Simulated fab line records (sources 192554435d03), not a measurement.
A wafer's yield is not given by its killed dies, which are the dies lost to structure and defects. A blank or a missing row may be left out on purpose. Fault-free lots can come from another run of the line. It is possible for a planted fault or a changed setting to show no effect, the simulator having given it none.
Matching of chambers    flow n5_finfet    uv_cure-03 running N5_BEOL_M11_CURE_72: 3 sister chambers
The step cures SiCOH lowk, time 120 s. 6 wafers are shown with their chamber, then 12 later ones without.

WAFERS PAIRED WITH THEIR CHAMBERS
wafer   chamber  wafer_temp_C_max  lamp_power_pct (%)
L086.4  2        372.3             52.31
L086.6  2        373.0             52.31
L085.4  0        371.5             52.25
L085.5  0        371.2             52.45
L095.4  1        371.2             52.32
L095.5  1        371.3             52.28

WAFERS MISSING THEIR CHAMBER
wafer   wafer_temp_C_max  lamp_power_pct (%)
L095.6  371.3             52.23
L097.1  371.7             52.33
L097.4  370.4             52.25
L097.6  371.1             52.29
L097.2  371.0             52.34
L097.3  371.7             52.40
L097.5  371.4             52.22
L096.2  374.1             52.32
L096.4  372.8             52.25
L096.3  373.6             52.31
L096.5  373.1             52.24
L096.6  373.1             52.32

WHICH CHAMBER EACH WENT THROUGH
wafer   from the rows above           in truth
L095.6  can't be placed: 1 or 0       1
L097.1  can't be placed: 0 or 1 or 2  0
L097.4  can't be placed: 1 or 0       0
L097.6  can't be placed: 1 or 0       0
L097.2  can't be placed: 1 or 0       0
L097.3  can't be placed: 0 or 1 or 2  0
L097.5  can't be placed: 1 or 0       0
L096.2  2                             2
L096.4  2                             2
L096.3  2                             2
L096.5  2                             2
L096.6  2                             2
5 of 12 placed correctly. From these rows, 7 cannot be placed; in 7 the true chamber is one of the candidates. Wrongly placed: 0.
How it was worked out, from the rows above alone: a wafer's distance from a chamber is the root of the sum, over the readings, of the square of ((its reading less the chamber's mean) divided by the reading's scatter). The wafer belongs to the nearest chamber; if the next one is less than 2 further off, it can't be placed. A chamber's mean is the mean of its shown wafers. The scatter is the square root of a quotient: the sum, over the shown wafers, of each reading's squared deviation from its chamber's mean, divided by wafers minus chambers.
